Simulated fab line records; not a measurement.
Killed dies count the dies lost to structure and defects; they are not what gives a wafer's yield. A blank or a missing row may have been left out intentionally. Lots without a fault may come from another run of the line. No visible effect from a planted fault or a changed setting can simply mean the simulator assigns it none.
fab line records :: flow n5Finfet :: part 2 of 2: steps 22 to 29 of 29
record
  lots=5
  wafers=15
  lastDay=17
route steps=1938 shown MOL_CONTACT_COAG@565
lots that met no fault: taken from a fault-free run of the same line
startH: the number of hours between the record's first day and the start of the first shown wafer of the lot :: waitH: time in hours since the lot's previous step :: " same as the row above :: L1.1+2: a single row standing in for several wafers :: - value missing, or start not given :: * or withheld: withheld :: < > ~ a bound
route shown NAME@n: names a module that has steps shown in the file, with the first one's number in the route :: usual: average and standard deviation across the fault-free wafers :: same: alike in all rows :: chamber/n: place in a boat :: sites: the reading at each site :: _std_site: their standard deviation :: _edge_site: the outer-site mean with the inner-site mean subtracted :: radiusMm: for every site, how far away it sits from the centre of the wafer :: mask NAME#n: copy n :: behind: the most recent tool/chamber to have shaped the wafer :: hold: reason for holding the lot/hours on hold/outcome of the hold :: device: whichever transistor did not switch (one of n, p or np) :: end of line: the route-end tests of the same wafers :: a step with no rows: only its recipe :: killed: dies that structure and defects cost at the first sort, which is not the same as the wafer's yield :: map: dies across one wafer; x = killed, . = not, _ = none there
set.NAME: the setting as run; set.NAME@STEP: as run at that earlier step :: model.NAME: the simulator's own value behind a step, which no gauge read
lots seen at some steps along the route; tables by step, rows by wafer
services: the hour from which a tool's chamber was out of use, counted from the record's first day as startH (under 0 if before that day), plus the number of hours and why
## steps
# step N5_MOL_CONTACT_COAG_VIA_ETCH_46
# recipe
  chemistry=C4F6/O2
  targetDepthA=460
  overetchA=92
  maskMaterial=SOC
  target=SiO2
  biasW=455
  pressureMtorr=10
  timeS=40
  sourceW=325
  Ar_flow_sccm=300
  C4F6_flow_sccm=10
  O2_flow_sccm=10
  ionEnergyEv=575.3
  ends=endPoint
# usual
  drypumpMotorCurrentA=5.8/0.52
  oes_ar_750_au=0.74/0.069
  oesProductAu=0.66/0.061
  rfVppV=1585/26
  showerheadPlenumPTorr=2.84/0.11
  throttleValvePct=40.66/0.29
lot.wafer: L077.1
tool: rieDiel-02
chamber: 1
startH: 120.98
waitH: 0.0
drypumpMotorCurrentA: 5.5
oes_ar_750_au: 0.74
oesProductAu: 0.66
rfHoursCounterH: 187
rfVppV: 1571
showerheadPlenumPTorr: 2.81
throttleValvePct: 40.59

lot.wafer: L077.2
tool: rieDiel-02
chamber: 3
startH: 120.98
waitH: 0.0
drypumpMotorCurrentA: 6.4
oes_ar_750_au: 0.74
oesProductAu: 0.66
rfHoursCounterH: 158
rfVppV: 1563
showerheadPlenumPTorr: 2.72
throttleValvePct: 40.35

lot.wafer: L077.6
tool: rieDiel-02
chamber: 2
startH: 120.98
waitH: 0.0
drypumpMotorCurrentA: 5.2
oes_ar_750_au: 0.70
oesProductAu: 0.62
rfHoursCounterH: -
rfVppV: 1582
showerheadPlenumPTorr: 2.82
throttleValvePct: 41.00

lot.wafer: L086.1
tool: rieDiel-02
chamber: 2
startH: 173.80
waitH: 0.0
drypumpMotorCurrentA: 5.2
oes_ar_750_au: 0.70
oesProductAu: 0.61
rfHoursCounterH: 240
rfVppV: 1581
showerheadPlenumPTorr: 2.81
throttleValvePct: 41.01

lot.wafer: L086.5
tool: rieDiel-02
chamber: 0
startH: 173.80
waitH: 0.0
drypumpMotorCurrentA: 6.1
oes_ar_750_au: 0.94
oesProductAu: 0.85
rfHoursCounterH: -
rfVppV: 1609
showerheadPlenumPTorr: 3.03
throttleValvePct: 40.62

lot.wafer: L086.6
tool: rieDiel-02
chamber: 1
startH: 173.80
waitH: 0.0
drypumpMotorCurrentA: 5.5
oes_ar_750_au: 0.72
oesProductAu: 0.65
rfHoursCounterH: -
rfVppV: 1570
showerheadPlenumPTorr: 2.80
throttleValvePct: 40.62

lot.wafer: L087.1
tool: rieDiel-06
chamber: 3
startH: 181.12
waitH: 0.0
drypumpMotorCurrentA: 6.8
oes_ar_750_au: 0.70
oesProductAu: 0.63
rfHoursCounterH: 221
rfVppV: 1600
showerheadPlenumPTorr: 2.94
throttleValvePct: 40.86

lot.wafer: L087.2
tool: rieDiel-06
chamber: 2
startH: 181.12
waitH: 0.0
drypumpMotorCurrentA: 6.2
oes_ar_750_au: 0.69
oesProductAu: 0.61
rfHoursCounterH: 220
rfVppV: 1618
showerheadPlenumPTorr: 2.90
throttleValvePct: 40.51

lot.wafer: L087.6
tool: rieDiel-06
chamber: 1
startH: 181.12
waitH: 0.0
drypumpMotorCurrentA: 5.2
oes_ar_750_au: 0.72
oesProductAu: 0.63
rfHoursCounterH: -
rfVppV: 1558
showerheadPlenumPTorr: 2.94
throttleValvePct: 40.56

lot.wafer: L091.1
tool: rieDiel-02
chamber: 0
startH: 200.92
waitH: 0.0
drypumpMotorCurrentA: 6.1
oes_ar_750_au: 0.92
oesProductAu: 0.82
rfHoursCounterH: 21
rfVppV: 1609
showerheadPlenumPTorr: 3.03
throttleValvePct: 40.62

lot.wafer: L091.2
tool: rieDiel-02
chamber: 2
startH: 200.92
waitH: 0.0
drypumpMotorCurrentA: 5.2
oes_ar_750_au: 0.69
oesProductAu: 0.60
rfHoursCounterH: 247
rfVppV: 1580
showerheadPlenumPTorr: 2.81
throttleValvePct: 41.02

lot.wafer: L091.6
tool: rieDiel-02
chamber: 2
startH: 200.92
waitH: 0.0
drypumpMotorCurrentA: 5.1
oes_ar_750_au: 0.69
oesProductAu: 0.61
rfHoursCounterH: -
rfVppV: 1579
showerheadPlenumPTorr: 2.81
throttleValvePct: 41.04

lot.wafer: L094.1
tool: rieDiel-03
chamber: 2
startH: 219.88
waitH: 0.0
drypumpMotorCurrentA: 5.6
oes_ar_750_au: 0.72
oesProductAu: 0.64
rfHoursCounterH: 191
rfVppV: 1534
showerheadPlenumPTorr: 2.69
throttleValvePct: 40.39

lot.wafer: L094.4
tool: rieDiel-03
chamber: 0
startH: 219.88
waitH: 0.0
drypumpMotorCurrentA: 4.9
oes_ar_750_au: 0.93
oesProductAu: 0.82
rfHoursCounterH: 12
rfVppV: 1575
showerheadPlenumPTorr: 2.79
throttleValvePct: 40.50

lot.wafer: L094.5
tool: rieDiel-03
chamber: 1
startH: 219.88
waitH: 0.0
drypumpMotorCurrentA: 5.9
oes_ar_750_au: 0.78
oesProductAu: 0.68
rfHoursCounterH: -
rfVppV: 1583
showerheadPlenumPTorr: 2.96
throttleValvePct: 41.38
# step N5_MOL_CONTACT_COAG_STRIP_96
# recipe
  chemistry=N2/H2
  powerW=500
  tempC=40
  pressureMtorr=50
  rfFrequencyHz=6e+07
  overashFraction=0.3
  biasPowerW=28
  h2Frac=0.5
  n2FlowSccm=300
  h2FlowSccm=300
# usual
  drypumpMotorCurrentA=5.8/0.52
  oesProductAu=0.74/0.073
  powerW=499.8/1.3
  rfVppV=121.8/1.3
  showerheadPlenumPTorr=3.36/0.12
  throttleValvePct=19.0/0.5
lot.wafer: L077.1
tool: rieDiel-02
chamber: 1
startH: 121.05
waitH: 0.0
drypumpMotorCurrentA: 5.5
oesProductAu: 0.75
powerW: 501.8
rfHoursCounterH: 187
rfVppV: 122.5
showerheadPlenumPTorr: 3.35
throttleValvePct: 19.4

lot.wafer: L077.2
tool: rieDiel-02
chamber: 3
startH: 121.05
waitH: 0.0
drypumpMotorCurrentA: 6.4
oesProductAu: 0.75
powerW: 499.0
rfHoursCounterH: 158
rfVppV: 119.4
showerheadPlenumPTorr: 3.23
throttleValvePct: 18.7

lot.wafer: L077.6
tool: rieDiel-02
chamber: 2
startH: 121.05
waitH: 0.0
drypumpMotorCurrentA: 5.2
oesProductAu: 0.70
powerW: 503.3
rfHoursCounterH: -
rfVppV: 121.7
showerheadPlenumPTorr: 3.30
throttleValvePct: 18.9

lot.wafer: L086.1
tool: rieDiel-02
chamber: 2
startH: 173.87
waitH: 0.0
drypumpMotorCurrentA: 5.2
oesProductAu: 0.68
powerW: 498.0
rfHoursCounterH: 240
rfVppV: 121.8
showerheadPlenumPTorr: 3.29
throttleValvePct: 19.0

lot.wafer: L086.5
tool: rieDiel-02
chamber: 0
startH: 173.87
waitH: 0.0
drypumpMotorCurrentA: 6.1
oesProductAu: 0.95
powerW: 501.3
rfHoursCounterH: -
rfVppV: 124.1
showerheadPlenumPTorr: 3.57
throttleValvePct: 18.0

lot.wafer: L086.6
tool: rieDiel-02
chamber: 1
startH: 173.87
waitH: 0.0
drypumpMotorCurrentA: 5.5
oesProductAu: 0.72
powerW: 498.4
rfHoursCounterH: -
rfVppV: 122.7
showerheadPlenumPTorr: 3.34
throttleValvePct: 19.4

lot.wafer: L087.1
tool: rieDiel-06
chamber: 3
startH: 181.18
waitH: 0.0
drypumpMotorCurrentA: 6.8
oesProductAu: 0.70
powerW: 501.2
rfHoursCounterH: 221
rfVppV: 120.9
showerheadPlenumPTorr: 3.46
throttleValvePct: 19.1

lot.wafer: L087.2
tool: rieDiel-06
chamber: 2
startH: 181.18
waitH: 0.0
drypumpMotorCurrentA: 6.1
oesProductAu: 0.68
powerW: 500.0
rfHoursCounterH: 220
rfVppV: 122.6
showerheadPlenumPTorr: 3.47
throttleValvePct: 19.6

lot.wafer: L087.6
tool: rieDiel-06
chamber: 1
startH: 181.18
waitH: 0.0
drypumpMotorCurrentA: 5.2
oesProductAu: 0.69
powerW: 500.4
rfHoursCounterH: -
rfVppV: 122.8
showerheadPlenumPTorr: 3.46
throttleValvePct: 18.7

lot.wafer: L091.1
tool: rieDiel-02
chamber: 0
startH: 200.99
waitH: 0.0
drypumpMotorCurrentA: 6.1
oesProductAu: 0.94
powerW: 500.2
rfHoursCounterH: 21
rfVppV: 121.2
showerheadPlenumPTorr: 3.57
throttleValvePct: 18.1

lot.wafer: L091.2
tool: rieDiel-02
chamber: 2
startH: 200.99
waitH: 0.0
drypumpMotorCurrentA: 5.2
oesProductAu: 0.68
powerW: 501.2
rfHoursCounterH: 247
rfVppV: 121.2
showerheadPlenumPTorr: 3.28
throttleValvePct: 19.0

lot.wafer: L091.6
tool: rieDiel-02
chamber: 2
startH: 200.99
waitH: 0.0
drypumpMotorCurrentA: 5.2
oesProductAu: 0.68
powerW: 499.2
rfHoursCounterH: -
rfVppV: 122.5
showerheadPlenumPTorr: 3.28
throttleValvePct: 19.0

lot.wafer: L094.1
tool: rieDiel-03
chamber: 2
startH: 219.95
waitH: 0.0
drypumpMotorCurrentA: 5.6
oesProductAu: 0.72
powerW: 500.8
rfHoursCounterH: 191
rfVppV: 121.1
showerheadPlenumPTorr: 3.20
throttleValvePct: 18.9

lot.wafer: L094.4
tool: rieDiel-03
chamber: 0
startH: 219.95
waitH: 0.0
drypumpMotorCurrentA: 4.9
oesProductAu: 0.93
powerW: 500.6
rfHoursCounterH: 12
rfVppV: 120.4
showerheadPlenumPTorr: 3.30
throttleValvePct: 18.3

lot.wafer: L094.5
tool: rieDiel-03
chamber: 1
startH: 219.95
waitH: 0.0
drypumpMotorCurrentA: 5.9
oesProductAu: 0.75
powerW: 500.3
rfHoursCounterH: -
rfVppV: 124.6
showerheadPlenumPTorr: 3.49
throttleValvePct: 20.0
# step N5_MOL_CONTACT_COAG_ETCH_47
# recipe
  chemistry=CH3F/O2
  target=SiNx
  targetDepthA=270
  maskMaterial=SiO2
  stopOn=W
  overEtchFrac=0.2
  ionEnergyEv=120
  endpoint=OES-CN
  pressureMtorr=30
  sourceW=395
  biasW=73
  Ar_flow_sccm=150
  CH3F_flow_sccm=30
  O2_flow_sccm=20
  ends=endPoint
# usual
  drypumpMotorCurrentA=5.8/0.52
  etchRfOnTimeS=31.2/0.59
  oes_ar_750_au=0.74/0.07
  oesProductAu=0.66/0.067
  rfVppV=297/5.2
  showerheadPlenumPTorr=2.00/0.078
  throttleValvePct=16.37/0.26
lot.wafer: L077.1
tool: rieDiel-02
chamber: 1
startH: 121.09
waitH: 0.0
drypumpMotorCurrentA: 5.5
etchRfOnTimeS: 31.9
oes_ar_750_au: 0.73
oesProductAu: 0.65
rfHoursCounterH: 187
rfVppV: 295
showerheadPlenumPTorr: 1.98
throttleValvePct: 16.66

lot.wafer: L077.2
tool: rieDiel-02
chamber: 3
startH: 121.09
waitH: 0.0
drypumpMotorCurrentA: 6.3
etchRfOnTimeS: 31.0
oes_ar_750_au: 0.74
oesProductAu: 0.66
rfHoursCounterH: 158
rfVppV: 293
showerheadPlenumPTorr: 1.91
throttleValvePct: 16.05

lot.wafer: L077.6
tool: rieDiel-02
chamber: 2
startH: 121.09
waitH: 0.0
drypumpMotorCurrentA: 5.2
etchRfOnTimeS: 31.3
oes_ar_750_au: 0.71
oesProductAu: 0.62
rfHoursCounterH: -
rfVppV: 296
showerheadPlenumPTorr: 1.99
throttleValvePct: 16.43

lot.wafer: L086.1
tool: rieDiel-02
chamber: 2
startH: 173.91
waitH: 0.0
drypumpMotorCurrentA: 5.2
etchRfOnTimeS: 30.8
oes_ar_750_au: 0.70
oesProductAu: 0.62
rfHoursCounterH: 240
rfVppV: 296
showerheadPlenumPTorr: 1.98
throttleValvePct: 16.48

lot.wafer: L086.5
tool: rieDiel-02
chamber: 0
startH: 173.91
waitH: 0.0
drypumpMotorCurrentA: 6.1
etchRfOnTimeS: 29.8
oes_ar_750_au: 0.95
oesProductAu: 0.87
rfHoursCounterH: -
rfVppV: 301
showerheadPlenumPTorr: 2.14
throttleValvePct: 15.77

lot.wafer: L086.6
tool: rieDiel-02
chamber: 1
startH: 173.91
waitH: 0.0
drypumpMotorCurrentA: 5.5
etchRfOnTimeS: 31.1
oes_ar_750_au: 0.71
oesProductAu: 0.65
rfHoursCounterH: -
rfVppV: 294
showerheadPlenumPTorr: 1.97
throttleValvePct: 16.69

lot.wafer: L087.1
tool: rieDiel-06
chamber: 3
startH: 181.22
waitH: 0.0
drypumpMotorCurrentA: 6.8
etchRfOnTimeS: 32.2
oes_ar_750_au: 0.70
oesProductAu: 0.62
rfHoursCounterH: 221
rfVppV: 300
showerheadPlenumPTorr: 2.07
throttleValvePct: 16.39

lot.wafer: L087.2
tool: rieDiel-06
chamber: 2
startH: 181.22
waitH: 0.0
drypumpMotorCurrentA: 6.2
etchRfOnTimeS: 32.4
oes_ar_750_au: 0.69
oesProductAu: 0.60
rfHoursCounterH: 220
rfVppV: 306
showerheadPlenumPTorr: 2.05
throttleValvePct: 16.39

lot.wafer: L087.6
tool: rieDiel-06
chamber: 1
startH: 181.22
waitH: 0.0
drypumpMotorCurrentA: 5.2
etchRfOnTimeS: 31.6
oes_ar_750_au: 0.71
oesProductAu: 0.61
rfHoursCounterH: -
rfVppV: 292
showerheadPlenumPTorr: 2.08
throttleValvePct: 16.44

lot.wafer: L091.1
tool: rieDiel-02
chamber: 0
startH: 201.03
waitH: 0.0
drypumpMotorCurrentA: 6.1
etchRfOnTimeS: 30.1
oes_ar_750_au: 0.93
oesProductAu: 0.84
rfHoursCounterH: 21
rfVppV: 301
showerheadPlenumPTorr: 2.14
throttleValvePct: 15.78

lot.wafer: L091.2
tool: rieDiel-02
chamber: 2
startH: 201.03
waitH: 0.0
drypumpMotorCurrentA: 5.2
etchRfOnTimeS: 31.3
oes_ar_750_au: 0.69
oesProductAu: 0.61
rfHoursCounterH: 247
rfVppV: 295
showerheadPlenumPTorr: 1.98
throttleValvePct: 16.49

lot.wafer: L091.6
tool: rieDiel-02
chamber: 2
startH: 201.03
waitH: 0.0
drypumpMotorCurrentA: 5.2
etchRfOnTimeS: 31.0
oes_ar_750_au: 0.69
oesProductAu: 0.61
rfHoursCounterH: -
rfVppV: 296
showerheadPlenumPTorr: 1.98
throttleValvePct: 16.49

lot.wafer: L094.1
tool: rieDiel-03
chamber: 2
startH: 219.99
waitH: 0.0
drypumpMotorCurrentA: 5.7
etchRfOnTimeS: 31.9
oes_ar_750_au: 0.71
oesProductAu: 0.64
rfHoursCounterH: 191
rfVppV: 288
showerheadPlenumPTorr: 1.89
throttleValvePct: 16.28

lot.wafer: L094.4
tool: rieDiel-03
chamber: 0
startH: 219.99
waitH: 0.0
drypumpMotorCurrentA: 4.9
etchRfOnTimeS: 30.0
oes_ar_750_au: 0.93
oesProductAu: 0.84
rfHoursCounterH: 12
rfVppV: 293
showerheadPlenumPTorr: 1.97
throttleValvePct: 15.97

lot.wafer: L094.5
tool: rieDiel-03
chamber: 1
startH: 219.99
waitH: 0.0
drypumpMotorCurrentA: 5.9
etchRfOnTimeS: 30.3
oes_ar_750_au: 0.78
oesProductAu: 0.69
rfHoursCounterH: -
rfVppV: 296
showerheadPlenumPTorr: 2.09
throttleValvePct: 16.85
# step N5_MOL_CONTACT_COAG_STRIP_119
# recipe
  chemistry=N2/H2
  timeS=30
  powerW=1000
  tempC=250
  pressureMtorr=withheld
  n2FlowSccm=1750
  h2FlowSccm=3250
# usual
  drypumpMotorCurrentA=5.83/0.062
  heaterPowerW=314/32
lot.wafer: L077.1
tool: plasmaAsher-02
chamber: 1
startH: 121.17
waitH: 0.1
drypumpMotorCurrentA: 5.81
heaterPowerW: 271
rfHoursCounterH: 95

lot.wafer: L077.2
tool: plasmaAsher-02
chamber: 0
startH: 121.17
waitH: 0.1
drypumpMotorCurrentA: 5.77
heaterPowerW: 330
rfHoursCounterH: 95

lot.wafer: L077.6
tool: plasmaAsher-02
chamber: 0
startH: 121.17
waitH: 0.1
drypumpMotorCurrentA: 5.77
heaterPowerW: 317
rfHoursCounterH: -

lot.wafer: L086.1
tool: plasmaAsher-02
chamber: 1
startH: 174.20
waitH: 0.3
drypumpMotorCurrentA: 5.81
heaterPowerW: 273
rfHoursCounterH: 106

lot.wafer: L086.5
tool: plasmaAsher-02
chamber: 1
startH: 174.20
waitH: 0.3
drypumpMotorCurrentA: 5.79
heaterPowerW: 262
rfHoursCounterH: -

lot.wafer: L086.6
tool: plasmaAsher-02
chamber: 0
startH: 174.20
waitH: 0.3
drypumpMotorCurrentA: 5.74
heaterPowerW: 327
rfHoursCounterH: -

lot.wafer: L087.1
tool: plasmaAsher-02
chamber: 1
startH: 181.30
waitH: 0.1
drypumpMotorCurrentA: 5.81
heaterPowerW: 267
rfHoursCounterH: 108

lot.wafer: L087.2
tool: plasmaAsher-02
chamber: 0
startH: 181.30
waitH: 0.1
drypumpMotorCurrentA: 5.76
heaterPowerW: 330
rfHoursCounterH: 108

lot.wafer: L087.6
tool: plasmaAsher-02
chamber: 1
startH: 181.30
waitH: 0.1
drypumpMotorCurrentA: 5.80
heaterPowerW: 269
rfHoursCounterH: -

lot.wafer: L091.1
tool: plasmaAsher-02
chamber: 1
startH: 201.11
waitH: 0.1
drypumpMotorCurrentA: 5.79
heaterPowerW: 267
rfHoursCounterH: 112

lot.wafer: L091.2
tool: plasmaAsher-02
chamber: 0
startH: 201.11
waitH: 0.1
drypumpMotorCurrentA: 5.78
heaterPowerW: 332
rfHoursCounterH: 112

lot.wafer: L091.6
tool: plasmaAsher-02
chamber: 1
startH: 201.11
waitH: 0.1
drypumpMotorCurrentA: 5.80
heaterPowerW: 270
rfHoursCounterH: -

lot.wafer: L094.1
tool: plasmaAsher-01
chamber: 1
startH: 220.07
waitH: 0.1
drypumpMotorCurrentA: 5.82
heaterPowerW: 354
rfHoursCounterH: 65

lot.wafer: L094.4
tool: plasmaAsher-01
chamber: 0
startH: 220.07
waitH: 0.1
drypumpMotorCurrentA: 5.91
heaterPowerW: 307
rfHoursCounterH: -

lot.wafer: L094.5
tool: plasmaAsher-01
chamber: 0
startH: 220.07
waitH: 0.1
drypumpMotorCurrentA: 5.90
heaterPowerW: 310
rfHoursCounterH: -
# step N5_MOL_CONTACT_COAG_PRECLEAN_144
# recipe
  chemistry=alkalineClean
  tempC=60
  timeS=60
  doPpb=50
lot.wafer: L077.1+2+6
tool: wetBench-04
chamber: 7,2,0
startH: 121.26
waitH: 0.1

lot.wafer: L086.1+5+6
tool: wetBench-05
chamber: 6,1,2
startH: 174.29
waitH: 0.1

lot.wafer: L087.1+2+6
tool: wetBench-01
chamber: 4,2,3
startH: 181.40
waitH: 0.1

lot.wafer: L091.1+2+6
tool: wetBench-04
chamber: 6,5,3
startH: 201.20
waitH: 0.1

lot.wafer: L094.1+4+5
tool: wetBench-05
chamber: 7,3,4
startH: 220.16
waitH: 0.1
# step N5_MOL_CONTACT_COAG_SRD_145
# recipe
  dry=ipaMarangoni
  timeS=30
  tempC=23
  rinseLiquid=diw
# usual
  doSupplyPpb=10.00/0.094
lot.wafer: L077.1
tool: wetBench-04
chamber: 7
startH: 121.28
waitH: 0.0
doSupplyPpb: 10.13

lot.wafer: L077.2
tool: wetBench-04
chamber: 2
startH: 121.28
waitH: 0.0
doSupplyPpb: 10.00

lot.wafer: L077.6
tool: wetBench-04
chamber: 0
startH: 121.28
waitH: 0.0
doSupplyPpb: 10.17

lot.wafer: L086.1
tool: wetBench-05
chamber: 6
startH: 174.31
waitH: 0.0
doSupplyPpb: 9.99

lot.wafer: L086.5
tool: wetBench-05
chamber: 1
startH: 174.31
waitH: 0.0
doSupplyPpb: 10.02

lot.wafer: L086.6
tool: wetBench-05
chamber: 2
startH: 174.31
waitH: 0.0
doSupplyPpb: 10.07

lot.wafer: L087.1
tool: wetBench-01
chamber: 4
startH: 181.42
waitH: 0.0
doSupplyPpb: 10.06

lot.wafer: L087.2
tool: wetBench-01
chamber: 2
startH: 181.42
waitH: 0.0
doSupplyPpb: 9.80

lot.wafer: L087.6
tool: wetBench-01
chamber: 3
startH: 181.42
waitH: 0.0
doSupplyPpb: 10.01

lot.wafer: L091.1
tool: wetBench-04
chamber: 6
startH: 201.22
waitH: 0.0
doSupplyPpb: 10.14

lot.wafer: L091.2
tool: wetBench-04
chamber: 5
startH: 201.22
waitH: 0.0
doSupplyPpb: 10.11

lot.wafer: L091.6
tool: wetBench-04
chamber: 3
startH: 201.22
waitH: 0.0
doSupplyPpb: 9.83

lot.wafer: L094.1
tool: wetBench-05
chamber: 7
startH: 220.18
waitH: 0.0
doSupplyPpb: 9.92

lot.wafer: L094.4
tool: wetBench-05
chamber: 3
startH: 220.18
waitH: 0.0
doSupplyPpb: 10.02

lot.wafer: L094.5
tool: wetBench-05
chamber: 4
startH: 220.18
waitH: 0.0
doSupplyPpb: 9.96
# step N5_MOL_CONTACT_COAG_CD_MEAS_137
# recipe
  targetCdNm=16
# usual
  cdNm=15.9/0.31
lot.wafer: L077.1
tool: cdSem-01
chamber: -
startH: 121.32
waitH: 0.0
cdNm: 15.9

lot.wafer: L077.2
tool: cdSem-01
chamber: -
startH: 121.32
waitH: 0.0
cdNm: 15.8

lot.wafer: L077.6
tool: cdSem-01
chamber: -
startH: 121.32
waitH: 0.0
cdNm: 16.0

lot.wafer: L086.1
tool: cdSem-01
chamber: -
startH: 174.35
waitH: 0.0
cdNm: 15.8

lot.wafer: L086.5
tool: cdSem-01
chamber: -
startH: 174.35
waitH: 0.0
cdNm: 16.4

lot.wafer: L086.6
tool: cdSem-01
chamber: -
startH: 174.35
waitH: 0.0
cdNm: 15.9

lot.wafer: L087.1
tool: cdSem-02
chamber: -
startH: 181.46
waitH: 0.0
cdNm: 16.2

lot.wafer: L087.2
tool: cdSem-02
chamber: -
startH: 181.46
waitH: 0.0
cdNm: 15.9

lot.wafer: L087.6
tool: cdSem-02
chamber: -
startH: 181.46
waitH: 0.0
cdNm: 16.3

lot.wafer: L091.1
tool: cdSem-03
chamber: -
startH: 201.26
waitH: 0.0
cdNm: 16.5

lot.wafer: L091.2
tool: cdSem-03
chamber: -
startH: 201.26
waitH: 0.0
cdNm: 15.8

lot.wafer: L091.6
tool: cdSem-03
chamber: -
startH: 201.26
waitH: 0.0
cdNm: 16.0

lot.wafer: L094.1
tool: cdSem-01
chamber: -
startH: 220.22
waitH: 0.0
cdNm: 15.5

lot.wafer: L094.4
tool: cdSem-01
chamber: -
startH: 220.22
waitH: 0.0
cdNm: 15.7

lot.wafer: L094.5
tool: cdSem-01
chamber: -
startH: 220.22
waitH: 0.0
cdNm: 16.3
# step N5_MOL_CONTACT_COAG_COAT_62
# recipe
  resist=SOC
  tempC=250
  timeS=60
  spinRpm=1500
  resistThkNm=60
lot.wafer: L077.1+2+6
tool: lithoTrack-01
chamber: 0
startH: 121.35
waitH: 0.0

lot.wafer: L086.1+5+6
tool: lithoTrack-03
chamber: 0
startH: 174.38
waitH: 0.0

lot.wafer: L087.1+2+6
tool: lithoTrack-01
chamber: 0
startH: 181.49
waitH: 0.0

lot.wafer: L091.1+2+6
tool: lithoTrack-01
chamber: 0
startH: 201.29
waitH: 0.0

lot.wafer: L094.1+4+5
tool: lithoTrack-04
chamber: 0
startH: 220.25
waitH: 0.0
## services
tool: plasmaAsher-01
chamber: -
startH: 99.91
hours: 6.3
kind: repair

tool: euvScanner-01
chamber: -
startH: 101.38
hours: 0.8
kind: repair

tool: aldSin-03
chamber: 3
startH: 111.15
hours: 14.7
kind: repair

tool: euvScanner-02
chamber: -
startH: 112.93
hours: 1.0
kind: pm

tool: rieDiel-06
chamber: 0
startH: 119.41
hours: 1.3
kind: repair

tool: wetBench-05
chamber: -
startH: 126.25
hours: 1.9
kind: repair

tool: euvScanner-01
chamber: -
startH: 126.34
hours: 0.7
kind: repair

tool: rieDiel-03
chamber: 2
startH: 127.70
hours: 2.8
kind: repair

tool: euvScanner-01
chamber: -
startH: 129.15
hours: 1.0
kind: pm

tool: aldSin-01
chamber: 3
startH: 131.40
hours: 31.4
kind: repair

tool: euvScanner-02
chamber: -
startH: 140.45
hours: 0.2
kind: repair

tool: euvScanner-01
chamber: -
startH: 166.32
hours: 2.0
kind: repair

tool: euvScanner-02
chamber: -
startH: 169.08
hours: 1.0
kind: pm

tool: plasmaAsher-01
chamber: -
startH: 173.04
hours: 2.9
kind: repair

tool: aldSin-02
chamber: -
startH: 176.76
hours: 14.0
kind: pm

tool: plasmaAsher-01
chamber: -
startH: 178.82
hours: 0.7
kind: repair

tool: euvScanner-01
chamber: -
startH: 182.21
hours: 12.0
kind: pm

tool: rieDiel-02
chamber: 2
startH: 187.41
hours: 4.7
kind: repair

tool: euvScanner-01
chamber: -
startH: 194.21
hours: 1.0
kind: pm

tool: rieDiel-06
chamber: 2
startH: 204.99
hours: 5.7
kind: repair

tool: euvScanner-02
chamber: -
startH: 206.65
hours: 1.5
kind: repair

tool: rieDiel-02
chamber: 0
startH: 209.63
hours: 4.7
kind: repair

tool: wetBench-01
chamber: -
startH: 213.99
hours: 1.4
kind: repair

tool: rieDiel-02
chamber: 2
startH: 215.22
hours: 8.0
kind: repair
